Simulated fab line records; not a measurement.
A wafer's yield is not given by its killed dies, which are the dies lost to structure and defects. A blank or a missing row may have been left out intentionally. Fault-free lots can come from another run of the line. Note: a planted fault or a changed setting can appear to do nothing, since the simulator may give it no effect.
Matching of chambers || flow nand_harc || ald_hk-02 running NHARC_A_STAIRCASE_ALD_420: 4 sister chambers
The step deposits SiO2, target thk 20 nm, pulse time 6 s, ald cycles 200. 18 wafers are shown with their chamber, then 9 later ones without.

WAFERS, EACH WITH ITS CHAMBER
{"wafer": "L074.1", "chamber": 1, "heater_power_w (W)": 438, "precursor_pulse_height_rel": 1.008}
{"wafer": "L074.4", "chamber": 0, "heater_power_w (W)": 489, "precursor_pulse_height_rel": 0.949}
{"wafer": "L074.5", "chamber": 2, "heater_power_w (W)": 502, "precursor_pulse_height_rel": 1.005}
{"wafer": "L076.2", "chamber": 2, "heater_power_w (W)": 512, "precursor_pulse_height_rel": 0.961}
{"wafer": "L076.3", "chamber": 3, "heater_power_w (W)": 388, "precursor_pulse_height_rel": 1.005}
{"wafer": "L076.4", "chamber": 1, "heater_power_w (W)": 423, "precursor_pulse_height_rel": 1.006}
{"wafer": "L079.3", "chamber": 0, "heater_power_w (W)": 491, "precursor_pulse_height_rel": 1.034}
{"wafer": "L079.5", "chamber": 1, "heater_power_w (W)": 432, "precursor_pulse_height_rel": 0.977}
{"wafer": "L079.6", "chamber": 0, "heater_power_w (W)": 482, "precursor_pulse_height_rel": 1.005}
{"wafer": "L080.4", "chamber": 0, "heater_power_w (W)": 478, "precursor_pulse_height_rel": 1.013}
{"wafer": "L080.5", "chamber": 2, "heater_power_w (W)": 514, "precursor_pulse_height_rel": 1.000}
{"wafer": "L080.6", "chamber": 3, "heater_power_w (W)": 387, "precursor_pulse_height_rel": 1.012}
{"wafer": "L082.3", "chamber": 3, "heater_power_w (W)": 380, "precursor_pulse_height_rel": 0.979}
{"wafer": "L082.4", "chamber": 0, "heater_power_w (W)": 500, "precursor_pulse_height_rel": 1.018}
{"wafer": "L082.5", "chamber": 3, "heater_power_w (W)": 382, "precursor_pulse_height_rel": 1.011}
{"wafer": "L083.1", "chamber": 1, "heater_power_w (W)": 441, "precursor_pulse_height_rel": 0.983}
{"wafer": "L083.4", "chamber": 0, "heater_power_w (W)": 485, "precursor_pulse_height_rel": 0.956}
{"wafer": "L083.6", "chamber": 0, "heater_power_w (W)": 485, "precursor_pulse_height_rel": 1.026}

SIGNATURES (averages over the wafers above)
{"reading": "heater_power_w", "chamber 0": 487.14, "chamber 1": 433.50, "chamber 2": 509.33, "chamber 3": 384.25, "scatter within a chamber": 6.65}
{"reading": "precursor_pulse_height_rel", "chamber 0": 1.00014, "chamber 1": 0.99350, "chamber 2": 0.98867, "chamber 3": 1.00175, "scatter within a chamber": 0.0261}
Rule: a wafer lies at a distance from a chamber equal to the root of the sum of squares, over the readings, of (its reading less the chamber's mean, divided by the reading's scatter). The wafer belongs to the nearest chamber; if the next one is less than 2 further off, it can't be placed. The scatter is the square root of a quotient: the sum, over the shown wafers, of each reading's squared deviation from its chamber's mean, divided by wafers minus chambers.

WAFERS WHOSE CHAMBER IS MISSING
{"wafer": "L088.2", "heater_power_w (W)": 501, "precursor_pulse_height_rel": 0.999}
{"wafer": "L088.3", "heater_power_w (W)": 513, "precursor_pulse_height_rel": 0.994}
{"wafer": "L088.5", "heater_power_w (W)": 402, "precursor_pulse_height_rel": 1.012}
{"wafer": "L094.1", "heater_power_w (W)": 501, "precursor_pulse_height_rel": 0.975}
{"wafer": "L094.4", "heater_power_w (W)": 471, "precursor_pulse_height_rel": 0.980}
{"wafer": "L094.5", "heater_power_w (W)": 492, "precursor_pulse_height_rel": 0.975}
{"wafer": "L095.2", "heater_power_w (W)": 403, "precursor_pulse_height_rel": 1.015}
{"wafer": "L095.5", "heater_power_w (W)": 400, "precursor_pulse_height_rel": 1.018}
{"wafer": "L095.6", "heater_power_w (W)": 515, "precursor_pulse_height_rel": 1.012}

WHICH CHAMBER EACH ONE RAN IN
{"wafer": "L088.2", "from the rows above": "can't be placed: 2 or 0", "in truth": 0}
{"wafer": "L088.3", "from the rows above": 2, "in truth": 2}
{"wafer": "L088.5", "from the rows above": 3, "in truth": 3}
{"wafer": "L094.1", "from the rows above": "can't be placed: 2 or 0", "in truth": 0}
{"wafer": "L094.4", "from the rows above": 0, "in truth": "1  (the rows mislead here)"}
{"wafer": "L094.5", "from the rows above": "can't be placed: 0 or 2", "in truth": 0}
{"wafer": "L095.2", "from the rows above": "can't be placed: 3 or 1", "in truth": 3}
{"wafer": "L095.5", "from the rows above": 3, "in truth": 3}
{"wafer": "L095.6", "from the rows above": 2, "in truth": 2}
4 of 9 placed correctly. These rows do not allow placing 4 (true chamber among the candidates in 4). Wrongly placed: 1.
